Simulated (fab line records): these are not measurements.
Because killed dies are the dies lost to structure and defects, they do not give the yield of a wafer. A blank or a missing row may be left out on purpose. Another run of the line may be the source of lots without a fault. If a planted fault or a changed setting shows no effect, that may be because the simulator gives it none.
fab line records | flow n5Finfet
record lots=5 wafers=15 lastDay=17
route steps=1938 shown ZERO_LAYER@3 WELL_APT@20 PASSIVATION@1936
lots that met no fault: taken from a fault-free run of the same line
startH: hours from the record's first day to the start of the lot's first wafer shown | waitH: hours elapsed since this lot's preceding step | " identical to the entry in the row above | L1.1+2: one row covering several wafers at once | - either no value or no given start | * or withheld: withheld | < > ~ a bound
route shown NAME@n: a module of which the file shows steps, and the number in the route of the first | usual: the fault-free wafers' mean and standard deviation | same: alike in all rows | chamber/n: place in a boat | sites: each site's reading | _std_site: the standard deviation of these | _edge_site: outer sites' mean less inner sites' | radiusMm: for every site, how far away it sits from the centre of the wafer | mask NAME#n: copy n | behind: the last tool/chamber to shape the wafer | hold: why the lot went on hold/how many hours it stayed there/how the hold came to an end | device: names the non-switching transistor (n, p or np) | end of line: the tests these same wafers got at the end of their route | a step without rows: its recipe alone | killed: at the first sort, the dies lost to defects and structure; wafer yield is something else | map: a wafer's dies, marking killed ones x, the rest . and places with no die _
set.NAME: the setting that was run; set.NAME@STEP: the one run at that earlier step | model.NAME: the simulator's own value behind a step, which no gauge read
certain route steps with their lots: each step a table, each wafer a row
services: from which hour (startH, from the record's first day; less than 0 if before it) a tool's chamber was out of use, for how many hours, and why
## steps
# step N5_ZERO_LAYER_SRD_01
# recipe timeS=30 tempC=23 rinseLiquid=diw dry=n2Spin spinRpm=1500 dryTimeS=30
# step N5_ZERO_LAYER_PECVD_02
# recipe material=SiO2 targetThkA=100 tempC=400 precursor=SiH4/N2O pressureTorr=0.75 rfW=275 timeS=6
# usual heaterPowerW=731/59 showerheadPlenumPTorr=8.16/0.09
# columns lot.wafer tool chamber startH waitH heaterPowerW showerheadPlenumPTorr
L634.1 pecvd-04 1 72.28 0.0 873 8.06
L634.2 " 0 " " 713 8.25
L634.3 " 2 " " 704 8.16
L640.1 pecvd-04 1 108.28 0.0 731 8.05
L640.2 " 0 " " 705 8.22
L640.5 " 0 " " 695 8.23
L641.3 pecvd-03 2 114.28 0.0 846 7.94
L641.4 " 0 " " 748 8.30
L641.5 " 1 " " 739 8.11
L645.2 pecvd-01 1 138.29 0.0 773 8.19
L645.3 " 1 " " 745 8.19
L645.6 " 1 " " 745 8.17
L646.1 pecvd-01 2 144.28 0.0 676 8.14
L646.2 " 0 " " 749 8.24
L646.5 " 0 " " 757 8.25
# step N5_ZERO_LAYER_HMDS_04
# recipe timeS=60 tempC=120
# step N5_ZERO_LAYER_COAT_05
# recipe spinRpm=1500 resistThkNm=1000
# step N5_ZERO_LAYER_EBR_07
# recipe solvent=PGMEA ebrWidthMm=1.5
# step N5_ZERO_LAYER_SOFTBAKE_06
# recipe tempC=100 timeS=90
# step N5_ZERO_LAYER_EXPOSE_08
# recipe maskId=ZERO na=0.55 sourceShape=conventional sigmaOuter=0.8 polarization=unpolarized defocusNm=0 targetCdNm=2000 doseMj=16.2
# step N5_ZERO_LAYER_PEB_09
# recipe pebTempC=withheld pebTimeS=*
# step N5_ZERO_LAYER_DEVELOP_10
# recipe developTimeS=60 rinseLiquid=diw dry=airSpin devTempC=21
# step N5_ZERO_LAYER_HARDBAKE_23
# recipe tempC=130 timeS=120
# step N5_ZERO_LAYER_CD_MEAS_11
# recipe targetCdNm=2000 landingEnergyEv=500 detector=seInlens
# usual cdNm=1999.6/1.3
# columns lot.wafer tool chamber startH waitH cdNm
L634.1 cdSem-03 0 72.64 - 1999.2
L634.2 " 0 " " 1999.7
L634.3 " 0 " " 1997.5
L640.1 cdSem-01 0 108.77 - 1997.3
L640.2 " 0 " " 2000.4
L640.5 " 0 " " 1999.7
L641.3 cdSem-03 0 114.78 - 1998.8
L641.4 " 0 " " 1998.8
L641.5 " 0 " " 1999.5
L645.2 cdSem-02 0 138.67 - 2000.8
L645.3 " 0 " " 1999.6
L645.6 " 0 " " 2000.6
L646.1 cdSem-03 0 144.77 - 1999.1
L646.2 " 0 " " 1999.4
L646.5 " 0 " " 1999.1
# step N5_ZERO_LAYER_DESCUM_16
# recipe chemistry=O2 timeS=7.9 sourcePowerW=50 biasPowerW=20 pressureMtorr=20 rfFrequencyHz=2.712e+07 tempC=40 o2FlowSccm=225
# usual drypumpMotorCurrentA=5.7/0.49 oesProductAu=0.79/0.094 rfVppV=243.1/1.2 showerheadPlenumPTorr=2.09/0.064 tempC=40.00/0.11 throttleValvePct=20.35/0.2
# columns lot.wafer tool chamber startH waitH drypumpMotorCurrentA oesProductAu rfHoursCounterH rfVppV showerheadPlenumPTorr tempC throttleValvePct
L634.1 rieDiel-02 3 72.68 0.0 5.6 0.72 170 244.2 2.17 40.04 20.40
L634.2 " 1 " " 6.0 0.69 240 242.7 2.06 40.20 20.61
L634.3 " 0 " " 5.9 0.73 184 244.3 2.08 39.96 20.44
L640.1 rieDiel-01 0 108.80 0.0 5.7 0.77 127 244.6 2.19 39.85 20.51
L640.2 " 1 " " 5.7 0.77 128 240.9 2.01 39.97 20.08
L640.5 " 2 " " 5.0 0.85 - 242.2 2.05 40.07 20.21
L641.3 rieDiel-01 2 114.82 0.0 4.9 0.85 53 243.6 2.05 40.03 20.21
L641.4 " 2 " " 4.9 0.85 - 242.2 2.05 40.14 20.21
L641.5 " 1 " " 5.8 0.77 - 241.9 2.01 39.91 20.11
L645.2 rieDiel-02 2 138.71 0.0 6.0 1.03 1 242.6 2.06 39.94 20.40
L645.3 " 0 " " 5.9 0.72 207 243.3 2.07 40.01 20.46
L645.6 " 0 " " 6.0 0.72 - 242.8 2.07 40.00 20.45
L646.1 rieDiel-01 3 144.86 0.1 4.7 0.83 81 241.3 2.04 39.95 20.24
L646.2 " 2 " " 5.0 0.83 63 242.8 2.05 39.74 20.22
L646.5 " 2 " " 4.9 0.83 - 241.6 2.05 39.99 20.24
# step N5_ZERO_LAYER_ETCH_17
# recipe chemistry=CF4 target=SiO2 targetDepthA=120 timeS=13.3 ionEnergyEv=350 pressureMtorr=40 sourceW=450 biasW=215 Ar_flow_sccm=100 cf4FlowSccm=100
# usual drypumpMotorCurrentA=5.7/0.49 oesProductAu=0.79/0.096 rfVppV=948/4.2 showerheadPlenumPTorr=2.14/0.065 throttleValvePct=15.55/0.22
# columns lot.wafer tool chamber startH waitH drypumpMotorCurrentA oesProductAu rfHoursCounterH rfVppV showerheadPlenumPTorr throttleValvePct
L634.1 rieDiel-02 3 72.71 0.0 5.6 0.72 170 954 2.21 15.65
L634.2 " 1 " " 6.0 0.69 240 947 2.11 15.92
L634.3 " 0 " " 6.0 0.74 184 948 2.13 15.68
L640.1 rieDiel-01 0 108.84 0.0 5.7 0.76 127 955 2.24 15.75
L640.2 " 1 " " 5.8 0.77 128 943 2.06 15.33
L640.5 " 2 " " 5.0 0.85 - 945 2.09 15.35
L641.3 rieDiel-01 2 114.86 0.0 4.9 0.85 53 944 2.09 15.33
L641.4 " 2 " " 4.9 0.85 - 945 2.09 15.33
L641.5 " 1 " " 5.7 0.77 - 943 2.06 15.34
L645.2 rieDiel-02 2 138.74 0.0 6.0 1.01 1 947 2.11 15.50
L645.3 " 0 " " 5.9 0.71 207 947 2.12 15.73
L645.6 " 0 " " 5.9 0.71 - 946 2.12 15.74
L646.1 rieDiel-01 3 144.89 0.0 4.7 0.83 81 946 2.07 15.41
L646.2 " 2 " " 4.9 0.83 63 946 2.09 15.35
L646.5 " 2 " " 4.9 0.82 - 945 2.09 15.37
# step N5_ZERO_LAYER_ETCH_18
# recipe chemistry=HBr/Cl2 target=Si targetDepthA=1200 timeS=40 pressureMtorr=10 icpW=800 biasW=75 HBr_flow_sccm=150 Cl2_flow_sccm=80
# usual drypumpMotorCurrentA=5.6/0.46 oesProductAu=0.996/0.017 throttleValvePct=36.42/0.3
# columns lot.wafer tool chamber startH waitH drypumpMotorCurrentA oesProductAu rfHoursCounterH throttleValvePct
L634.1 rieSi-06 1 72.79 0.0 5.8 0.997 72 36.25
L634.2 " 3 " " 6.0 1.006 130 36.82
L634.3 " 0 " " 5.2 0.987 129 36.33
L640.1 rieSi-02 1 108.91 0.0 5.6 1.026 106 36.84
L640.2 " 3 " " 5.5 0.990 46 35.97
L640.5 " 3 " " 5.5 0.988 - 36.01
L641.3 rieSi-02 3 114.93 0.0 5.5 0.990 46 35.98
L641.4 " 1 " " 5.7 1.027 106 36.87
L641.5 " 2 " " 5.2 0.976 - 36.56
L645.2 rieSi-06 1 138.82 0.0 5.8 0.987 74 36.24
L645.3 " 3 " " 6.0 1.012 132 36.80
L645.6 " 0 " " 5.2 0.993 - 36.30
L646.1 rieSi-06 2 144.97 0.0 5.0 0.996 108 36.44
L646.2 " 1 " " 5.8 0.984 74 36.24
L646.5 " 1 " " 5.8 0.991 - 36.26
# step N5_ZERO_LAYER_STRIP_24
# recipe chemistry=O2 powerW=1000 tempC=250 overashFraction=0.3 pressureMtorr=1000 o2FlowSccm=6750
# usual drypumpMotorCurrentA=5.65/0.22 heaterPowerW=349/27 oesProductAu=0.647/0.0046 stripTimeToEndpointS=43.85/0.094 tempC=250.04/0.17
# columns lot.wafer tool chamber startH waitH drypumpMotorCurrentA heaterPowerW oesProductAu rfHoursCounterH stripTimeToEndpointS tempC
L634.1 plasmaAsher-01 1 72.89 0.1 5.74 342 0.651 85 43.93 250.03
L634.2 " 0 " " 5.82 358 0.651 85 43.95 250.04
L634.3 " 0 " " 5.82 355 0.640 - 43.88 250.14
L640.1 plasmaAsher-02 1 109.02 0.1 5.69 307 0.646 41 43.83 250.22
L640.2 " 0 " " 5.23 384 0.656 41 43.90 250.15
L640.5 " 0 " " 5.23 382 0.661 - 43.81 249.73
L641.3 plasmaAsher-02 0 115.05 0.1 5.23 396 0.647 - 43.73 249.98
L641.4 " 1 " " 5.65 306 0.646 - 43.75 249.75
L641.5 " 1 " " 5.66 301 0.652 - 43.76 250.29
L645.2 plasmaAsher-02 0 138.92 0.1 5.23 389 0.646 47 43.96 249.70
L645.3 " 0 " " 5.24 385 0.647 - 43.93 249.90
L645.6 " 1 " " 5.63 312 0.652 - 43.85 249.96
L646.1 plasmaAsher-01 0 145.07 0.1 5.81 356 0.651 103 43.88 250.08
L646.2 " 1 " " 5.74 341 0.649 103 43.90 250.10
L646.5 " 1 " " 5.73 340 0.648 - 43.92 250.07
# step N5_ZERO_LAYER_STRIP_19
# recipe chemistry=SPM timeS=900 tempC=130 h2so4H2o2VolRatio=4 dry=ipaMarangoni
# step N5_ZERO_LAYER_INSPECT_20
# recipe inspectInstrument=darkfield mode=postClean
# usual rawDefectCount=43/20
# columns lot.wafer tool chamber startH waitH rawDefectCount
L634.1 defectInspect-01 - 73.25 0.0 34
L634.2 " - " " 58
L634.3 " - " " 501
L640.1 defectInspect-01 - 109.38 0.0 96
L640.2 " - " " 49
L640.5 " - " " 49
L641.3 defectInspect-02 - 115.39 0.0 83
L641.4 " - " " 61
L641.5 " - " " 93
L645.2 defectInspect-02 - 139.28 0.0 43
L645.3 " - " " 34
L645.6 " - " " 72
L646.1 defectInspect-02 - 145.43 0.0 55
L646.2 " - " " 55
L646.5 " - " " 46
# step N5_WELL_APT_HMDS_01
# recipe timeS=60 tempC=120
# step N5_WELL_APT_COAT_02
# recipe spinRpm=1357 resistThkNm=950
# step N5_WELL_APT_EBR_04
# recipe solvent=PGMEA ebrWidthMm=1.5
# step N5_WELL_APT_SOFTBAKE_03
# recipe tempC=130 timeS=60
# step N5_WELL_APT_EXPOSE_05
# recipe maskId=NWELL na=0.8 sourceShape=conventional sigmaOuter=0.8 polarization=unpolarized defocusNm=0 targetCdNm=200 doseMj=20.3
# step N5_WELL_APT_PEB_06
# recipe pebTempC=130 pebTimeS=90
# step N5_WELL_APT_DEVELOP_07
# recipe developTimeS=45 rinseLiquid=surfactantRinse dry=airSpin devTempC=21
# step N5_WELL_APT_HARDBAKE_12
# recipe tempC=130 timeS=120
# step N5_WELL_APT_CD_MEAS_08
# recipe targetCdNm=200 landingEnergyEv=500 detector=seInlens
# usual cdNm=200.0/1.3
# columns lot.wafer tool chamber startH waitH cdNm
L634.1 cdSem-03 0 73.68 - 199.7
L634.2 " 0 " " 200.8
L634.3 " 0 " " 199.6
L640.1 cdSem-01 0 109.68 - 197.9
L640.2 " 0 " " 198.4
L640.5 " 0 " " 200.7
L641.3 cdSem-03 0 115.82 - 199.6
L641.4 " 0 " " 199.1
L641.5 " 0 " " 199.0
L645.2 cdSem-01 0 139.71 - 198.7
L645.3 " 0 " " 198.2
L645.6 " 0 " " 200.5
L646.1 cdSem-02 0 145.86 - 199.9
L646.2 " 0 " " 198.9
L646.5 " 0 " " 200.9
# step N5_WELL_APT_OVL_MEAS_09
# recipe pointsPerWafer=44
# usual NWELL_OVL=-1/5
# columns lot.wafer tool chamber startH waitH NWELL_OVL[nm]
L634.1 overlay-01 0 73.71 0.0 -12
L634.2 " 0 " " -4
L634.3 " 0 " " -10
L640.1 overlay-01 0 109.71 0.0 -5
L640.2 " 0 " " 2
L640.5 " 0 " " -9
L641.3 overlay-01 0 115.85 0.0 0
L641.4 " 0 " " 13
L641.5 " 0 " " 2
L645.2 overlay-01 0 139.74 0.0 -2
L645.3 " 0 " " 2
L645.6 " 0 " " -4
L646.1 overlay-02 0 145.89 0.0 1
L646.2 " 0 " " 5
L646.5 " 0 " " 8
# step N5_WELL_APT_INSPECT_10
# recipe mode=adi inspectInstrument=macro
# usual rawDefectCount=2.0/1.5
# columns lot.wafer tool chamber startH waitH rawDefectCount
L634.1 defectInspect-01 - 73.74 0.0 1
L634.2 " - " " 3
L634.3 " - " " >300
L640.1 defectInspect-02 - 109.73 0.0 3
L640.2 " - " " 5
L640.5 " - " " 0
L641.3 defectInspect-01 - 115.88 0.0 1
L641.4 " - " " 0
L641.5 " - " " 1
L645.2 defectInspect-01 - 139.76 0.0 0
L645.3 " - " " 2
L645.6 " - " " 1
L646.1 defectInspect-02 - 145.91 0.0 4
L646.2 " - " " 2
L646.5 " - " " 1
# step N5_WELL_APT_DESCUM_13
# recipe chemistry=O2 timeS=7.9 sourcePowerW=50 biasPowerW=20 pressureMtorr=20 rfFrequencyHz=2.712e+07 tempC=40 o2FlowSccm=225
# usual drypumpMotorCurrentA=5.8/0.33 oesProductAu=0.79/0.095 rfVppV=243.6/1.3 showerheadPlenumPTorr=2.12/0.074 tempC=40.01/0.12 throttleValvePct=20.44/0.25
# columns lot.wafer tool chamber startH waitH drypumpMotorCurrentA oesProductAu rfHoursCounterH rfVppV showerheadPlenumPTorr tempC throttleValvePct
L634.1 rieDiel-03 2 73.90 0.2 5.7 0.96 13 244.2 2.24 40.13 20.06
L634.2 " 1 " " 5.4 0.76 129 240.7 2.01 40.02 19.95
L634.3 " 0 " " 5.6 0.70 202 244.6 2.17 39.86 20.69
L640.1 rieDiel-03 1 109.77 0.0 5.4 0.77 142 243.2 2.01 39.97 19.97
L640.2 " 2 " " 5.7 0.93 25 245.6 2.23 39.91 20.10
L640.5 " 1 " " 5.4 0.76 - 241.3 2.01 40.09 19.99
L641.3 rieDiel-05 3 116.00 0.1 5.8 0.88 32 241.3 2.05 40.05 20.34
L641.4 " 0 " " 5.6 0.91 18 245.2 2.23 39.97 20.03
L641.5 " 3 " " 5.8 0.89 - 242.6 2.05 40.09 20.33
L645.2 rieDiel-04 2 139.80 0.0 6.0 0.77 149 243.4 2.08 40.02 20.74
L645.3 " 1 " " 6.5 0.69 232 242.8 2.16 40.00 20.69
L645.6 " 3 " " 6.2 0.76 - 242.2 2.08 40.16 20.66
L646.1 rieDiel-04 2 146.06 0.1 6.1 0.76 151 243.4 2.08 40.03 20.74
L646.2 " 1 " " 6.4 0.69 234 245.4 2.16 40.03 20.71
L646.5 " 1 " " 6.4 0.69 - 243.9 2.16 39.92 20.70
# step N5_WELL_APT_IMPLANT_14
# recipe species=P energyKev=160 doseCm2=1.5e+13 tiltDeg=0 rotationDeg=0
# step N5_WELL_APT_IMPLANT_15
# recipe species=As energyKev=25 doseCm2=1.5e+13 tiltDeg=0 rotationDeg=0
# step N5_WELL_APT_STRIP_16
# recipe chemistry=SPM timeS=900 tempC=130 h2so4H2o2VolRatio=4 dry=ipaMarangoni
# step N5_WELL_APT_HMDS_18
# recipe timeS=60 tempC=120
# step N5_WELL_APT_COAT_19
# recipe spinRpm=1357 resistThkNm=950
# step N5_WELL_APT_EBR_21
# recipe solvent=PGMEA ebrWidthMm=1.5
# step N5_WELL_APT_SOFTBAKE_20
# recipe tempC=130 timeS=60
# step N5_WELL_APT_EXPOSE_22
# recipe maskId=PWELL na=0.8 sourceShape=conventional sigmaOuter=0.8 polarization=unpolarized defocusNm=0 targetCdNm=200 doseMj=23.2
# step N5_WELL_APT_PEB_23
# recipe pebTempC=130 pebTimeS=90
# step N5_WELL_APT_DEVELOP_24
# recipe developTimeS=45 rinseLiquid=surfactantRinse dry=airSpin devTempC=21
# step N5_WELL_APT_HARDBAKE_29
# recipe tempC=130 timeS=120
# step N5_WELL_APT_CD_MEAS_25
# recipe targetCdNm=200 landingEnergyEv=500 detector=seInlens
# usual cdNm=200.3/1.4
# columns lot.wafer tool chamber startH waitH cdNm
L634.1 cdSem-01 0 75.10 - 199.6
L634.2 " 0 " " 197.6
L634.3 " 0 " " 200.6
L640.1 cdSem-03 0 110.86 - 200.6
L640.2 " 0 " " 200.1
L640.5 " 0 " " 198.5
L641.3 cdSem-03 0 117.03 - 199.0
L641.4 " 0 " " 198.4
L641.5 " 0 " " 201.3
L645.2 cdSem-02 0 140.83 - 199.4
L645.3 " 0 " " 199.1
L645.6 " 0 " " 197.6
L646.1 cdSem-03 0 147.09 - 199.9
L646.2 " 0 " " 202.0
L646.5 " 0 " " 199.5
# step N5_WELL_APT_OVL_MEAS_26
# recipe pointsPerWafer=44
# usual PWELL_OVL=1/6.7
# columns lot.wafer tool chamber startH waitH PWELL_OVL[nm]
L634.1 overlay-02 0 75.13 0.0 9
L634.2 " 0 " " 13
L634.3 " 0 " " 11
L640.1 overlay-01 0 110.89 0.0 -6
L640.2 " 0 " " -7
L640.5 " 0 " " -8
L641.3 overlay-02 0 117.06 0.0 -6
L641.4 " 0 " " -4
L641.5 " 0 " " 0
L645.2 overlay-01 0 140.86 0.0 -6
L645.3 " 0 " " -3
L645.6 " 0 " " -3
L646.1 overlay-01 0 147.12 0.0 2
L646.2 " 0 " " 10
L646.5 " 0 " " -1
# step N5_WELL_APT_INSPECT_38
# recipe inspectInstrument=darkfield mode=postEpi
# usual rawDefectCount=13/5
# columns lot.wafer tool chamber startH waitH rawDefectCount
L634.1 defectInspect-02 - 77.18 0.7 12
L634.2 " - " " 23
L634.3 " - " " 475
L640.1 defectInspect-02 - 113.01 0.7 16
L640.2 " - " " 15
L640.5 " - " " 12
L641.3 defectInspect-01 - 118.83 0.3 11
L641.4 " - " " 12
L641.5 " - " " 8
L645.2 defectInspect-02 - 143.66 0.6 14
L645.3 " - " " 11
L645.6 " - " " 9
L646.1 defectInspect-01 - 149.04 0.7 12
L646.2 " - " " 19
L646.5 " - " " 15
# step N5_PASSIVATION_PROBE_49
# usual killed_at_M0_to_M3=35/11 killed_at_M4_up=14/5.4 killedAtContacts=12/6.2 killedAtFrontEnd=38/11 killedAtOther=4.1/2.8 killedDies=103/17 killedOpen=66/13 killedShort=34/8.2
# same grossDies=1180 killedAtBackSide=0
# columns lot.wafer tool chamber startH waitH killed_at_M0_to_M3 killed_at_M4_up killedAtContacts killedAtFrontEnd killedAtOther killedDies killedOpen killedShort
L634.1 prober-02 - 334.09 0.0 22 14 6 39 8 89 49 36
L634.2 prober-02 - 334.14 0.1 26 10 18 35 5 94 62 30
L634.3 prober-02 - 334.19 0.1 32 12 16 153 6 219 71 29
L640.1 prober-01 - 358.57 0.0 40 17 14 21 6 98 71 26
L640.2 prober-01 - 358.62 0.1 41 11 8 19 4 83 57 25
L640.5 prober-01 - 358.77 0.2 34 12 16 37 1 100 76 23
L641.3 prober-01 - 383.39 0.1 29 8 11 52 1 101 68 30
L641.4 prober-01 - 383.44 0.2 24 6 7 39 1 77 46 27
L641.5 prober-01 - 383.49 0.2 20 13 8 29 5 75 46 28
L645.2 prober-02 - 395.98 0.1 52 14 12 28 6 112 78 31
L645.3 prober-02 - 396.03 0.1 68 12 20 27 11 138 91 46
L645.6 prober-02 - 396.18 0.3 41 27 14 21 6 109 76 32
L646.1 prober-01 - 414.12 0.0 39 12 5 37 6 99 65 32
L646.2 prober-01 - 414.17 0.1 28 25 13 25 2 93 66 27
L646.5 prober-01 - 414.32 0.2 34 16 7 52 4 113 72 39
# killed by level:class
L634.1 GATE_CUT:geometricParticle:short=10 STI_FIN_REVEAL:geometricParticle:open=7 MIM_TOP_ETCH:geometricParticle:open=6 FIN_SAQP:geometricParticle:short=5 BEOL_M1:geometricParticle:open=5 DUMMY_GATE:geometricParticle:open=4 BEOL_M4:geometricParticle:short=4 MOL_CONTACT_COAG:geometricParticle:open=4
L634.2 MOL_CONTACT_COAG:geometricParticle:open=14 BEOL_M3:geometricParticle:open=10 FIN_SAQP:geometricParticle:short=8 STI_FIN_REVEAL:geometricParticle:open=8 BEOL_M4:geometricParticle:open=5 BEOL_M1:geometricParticle:open=4 BEOL_M1:geometricParticle:short=4 BEOL_M2:geometricParticle:open=4
L634.3 ZERO_LAYER:unspecified=118 MOL_CONTACT_COAG:geometricParticle:open=13 BEOL_M2:geometricParticle:open=9 FIN_SAQP:geometricParticle:open=8 BEOL_M1:geometricParticle:open=7 BEOL_M3:geometricParticle:open=7 STI_FIN_REVEAL:geometricParticle:open=6 DUMMY_GATE:geometricParticle:open=6
L640.1 MOL_CONTACT_COAG:geometricParticle:open=11 BEOL_M0_SAQP:geometricParticle:open=9 BEOL_M2:geometricParticle:open=9 BEOL_M0_SAQP:geometricParticle:short=7 FIN_SAQP:geometricParticle:open=6 BEOL_M4:geometricParticle:open=6 BEOL_M1:geometricParticle:open=5 BEOL_M5:geometricParticle:open=5
L640.2 BEOL_M1:geometricParticle:open=9 BEOL_M3:geometricParticle:open=8 BEOL_M2:geometricParticle:open=7 MOL_CONTACT_COAG:geometricParticle:open=6 BEOL_M0_SAQP:geometricParticle:short=6 BEOL_M0_SAQP:geometricParticle:open=5 BEOL_M4:geometricParticle:open=4 FIN_SAQP:geometricParticle:short=3
L640.5 MOL_CONTACT_COAG:geometricParticle:open=14 BEOL_M2:geometricParticle:open=12 STI_FIN_REVEAL:geometricParticle:open=10 FIN_SAQP:geometricParticle:open=6 DUMMY_GATE:geometricParticle:open=5 BEOL_M0_SAQP:geometricParticle:short=5 BEOL_M1:geometricParticle:open=4 BEOL_M3:geometricParticle:open=4
L641.3 FIN_SAQP:geometricParticle:open=12 BEOL_M2:geometricParticle:open=12 BEOL_M0_SAQP:geometricParticle:open=9 MOL_CONTACT_COAG:geometricParticle:open=8 GATE_CUT:geometricParticle:short=7 FIN_CUT:geometricParticle:short=6 STI_FIN_REVEAL:geometricParticle:open=5 GATE_CUT:geometricParticle:open=5
L641.4 FIN_SAQP:geometricParticle:short=7 FIN_SAQP:geometricParticle:open=7 STI_FIN_REVEAL:geometricParticle:open=7 BEOL_M1:geometricParticle:open=6 MOL_CONTACT_COAG:geometricParticle:open=6 BEOL_M2:geometricParticle:open=4 BEOL_M3:geometricParticle:open=4 FIN_CUT:geometricParticle:short=3
L641.5 MOL_CONTACT_COAG:geometricParticle:open=7 GATE_CUT:geometricParticle:short=5 BEOL_M2:geometricParticle:open=5 BEOL_M0_SAQP:geometricParticle:short=4 BEOL_M1:geometricParticle:open=4 BEOL_M8:geometricParticle:open=4 STARTING-WAFER:geometricParticle:short=4 FIN_SAQP:geometricParticle:short=3
L645.2 BEOL_M0_SAQP:geometricParticle:open=14 BEOL_M0_SAQP:geometricParticle:short=11 MOL_CONTACT_COAG:geometricParticle:open=11 FIN_SAQP:geometricParticle:open=9 BEOL_M4:geometricParticle:open=9 BEOL_M1:geometricParticle:open=8 BEOL_M1:geometricParticle:short=5 FIN_SAQP:geometricParticle:short=4
L645.3 MOL_CONTACT_COAG:geometricParticle:open=18 BEOL_M0_SAQP:geometricParticle:open=17 BEOL_M0_SAQP:geometricParticle:short=13 BEOL_M1:geometricParticle:open=12 FIN_SAQP:geometricParticle:short=10 BEOL_M2:geometricParticle:open=10 BEOL_M3:geometricParticle:open=8 FIN_SAQP:geometricParticle:open=5
L645.6 BEOL_M4:geometricParticle:open=14 MOL_CONTACT_COAG:geometricParticle:open=12 BEOL_M1:geometricParticle:open=9 BEOL_M0_SAQP:geometricParticle:open=8 BEOL_M0_SAQP:geometricParticle:short=6 BEOL_M4:geometricParticle:short=6 BEOL_M3:geometricParticle:open=5 FIN_SAQP:geometricParticle:open=4
L646.1 BEOL_M0_SAQP:geometricParticle:short=14 FIN_SAQP:geometricParticle:open=12 BEOL_M0_SAQP:geometricParticle:open=12 BEOL_M3:geometricParticle:open=7 BEOL_M5:geometricParticle:open=5 BEOL_M4:geometricParticle:open=5 FIN_SAQP:geometricParticle:short=4 MOL_CONTACT_COAG:geometricParticle:open=4
L646.2 BEOL_M4:geometricParticle:open=15 MOL_CONTACT_COAG:geometricParticle:open=12 BEOL_M0_SAQP:geometricParticle:short=11 FIN_SAQP:geometricParticle:open=7 BEOL_M3:geometricParticle:open=7 BEOL_M0_SAQP:geometricParticle:open=6 ILD0:geometricParticle:short=4 BEOL_M5:geometricParticle:open=4
L646.5 FIN_SAQP:geometricParticle:open=16 BEOL_M0_SAQP:geometricParticle:open=10 BEOL_M0_SAQP:geometricParticle:short=9 ILD0:geometricParticle:open=7 STARTING-WAFER:geometricParticle:short=7 BEOL_M2:geometricParticle:open=6 FIN_SAQP:geometricParticle:short=5 STI_FIN_REVEAL:geometricParticle:open=5
# map L634.3 (x killed, . not)
_________________.x..........________________
______________...........x..x..._____________
___________...........x............__________
__________......x....x.........x...._________
________.............................._______
_______................................______
______....x................x...........x_____
_____.............x.....x.....x...x......____
____..x...x.xx......................x.....___
___.....xxx.xxxxx.......x...............xx.__
___x........x.xx.x...............x.........__
__........xxxxxxxxx..x..........x.....xx...x_
__..x....x.xxxxxxxxx..............x....x...._
_..x..x.xxxxxxxxxxxx..xx.....................
_........xxxxxxxxxxxxx.x.x..................x
_.....xx.xxxxxxxxxxxxx.......................
_...x...xxxxxxxxxxx..xx...x.x...x............
_........xxxxxxxxxx.x.x.xx.................x.
_.......xxxxxxxx.xx.x.x..............x.....x.
_........xxx.xxxx.xxx...x...xx...xx...x.....x
_x......x.x..xx..xx.....x.x.........x........
__..........x................x....x.......x._
__....x.x......x............x...........x..._
___...........x..............x.x........x..__
___...........x.......x.................x..__
____..........x....xx.......x.............___
_____.............................x......____
______.x.....................x.........._____
_______........................x.......______
________........................x..x.x_______
__________....x.xx.......x.........._________
___________.x......................__________
______________......x......x...._____________
_________________...x....x...________________
# map L645.3 (x killed, . not)
_________________..x.........________________
______________...xx........x.x.._____________
___________.x......................__________
__________.....x.....x...x......x..._________
________.................x............_______
_______...x..x...x.x..........x...x....______
______....x.....x.......x.....x........._____
_____.x...x.......x......................____
____.....x.x.........................x...x___
___x........x......x......x.x..............__
___...........x.........x..................__
__..x..x..................x..x.......x......_
__..x.x.........x......x..x...............x._
_.........x.......x.......x..................
_.......x.........x......................x...
_...x.................x.x..................x.
_x...........x..x.....x.x......xx............
_................x..................x.....x..
_.....x...x.......x.............x........x...
_.xx..xx............x..x..x....x....x..x.x...
_...x.xx.....x....x...........x...........x..
__......x..x..x..x..x..x.xx.....x..........._
__.......xx......xx.....................x..._
___.........x.........x.................x..__
___......x....x.......x...x........x....x..__
____..........x........xx.x...............___
_____....xx......x.......x...x...........____
______..........xx...x..xx.........x...x_____
_______...............x.........x......______
________....................x........._______
__________.........................x_________
___________........x..............x__________
______________x............x..x._____________
_________________......x.....________________
## services
# columns tool chamber startH hours kind
rieDiel-05 3 55.27 10.0 repair
rieDiel-04 2 65.79 6.7 repair
plasmaAsher-02 - 85.11 14.6 pm
rieDiel-01 3 89.53 8.7 repair
rieDiel-03 3 95.34 22.6 repair
pecvd-03 0 98.50 6.5 repair
rieDiel-01 3 103.31 18.9 repair
rieDiel-03 0 103.91 18.7 repair
rieSi-02 1 105.25 3.5 repair
rieDiel-02 2 105.26 7.6 repair
plasmaAsher-02 - 105.73 2.8 pm
rieDiel-03 - 112.50 2.8 repair
rieDiel-02 2 112.90 - clean
rieDiel-02 2 112.90 - consumableReplace:focusRing
rieDiel-02 2 112.90 18.0 scheduledDown
rieDiel-02 2 112.90 18.0 ventCycle
rieDiel-04 2 116.92 6.0 repair
pecvd-03 - 126.99 0.5 repair
rieSi-02 - 130.37 0.6 repair
rieDiel-02 1 131.21 - clean
rieDiel-02 1 131.21 - consumableReplace:focusRing
rieDiel-02 2 132.32 6.3 repair
pecvd-04 - 133.72 14.6 pm
rieSi-02 - 137.97 0.2 repair
## key
firstSign step=N5_ZERO_LAYER_INSPECT_20 reading=rawDefectCount direction=up sigmas=23 usual=43 struck=501
effect step=N5_WELL_APT_INSPECT_10 reading=rawDefectCount direction=up sigmas=99+ usual=2.0 struck=>300
effect step=N5_WELL_APT_INSPECT_38 reading=rawDefectCount direction=up sigmas=93 usual=13 struck=475
effect step=N5_PASSIVATION_PROBE_49 reading=killedAtFrontEnd direction=up sigmas=10 usual=38 struck=153
moreKillsBornAt N5_ZERO_LAYER_ETCH_17@rieDiel-02=118
metAt N5_ZERO_LAYER_ETCH_17
struckWafers L634.3
testerLeftOut L634
fault kind=chamberParticleSource tool=rieDiel-02 chamber=0 onsetH=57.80 steps=N5_ZERO_LAYER_ETCH_17 ratePerVisitCm2=0.72013 endH=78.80
# testerLeftOut: of these lots the tester's yield and bins aren't shown, on N5 and GAA mostly nor the transistor test; their killed dies are dies lost to structure and defects alone, not to doping, threshold or leakage, so they don't give the yield
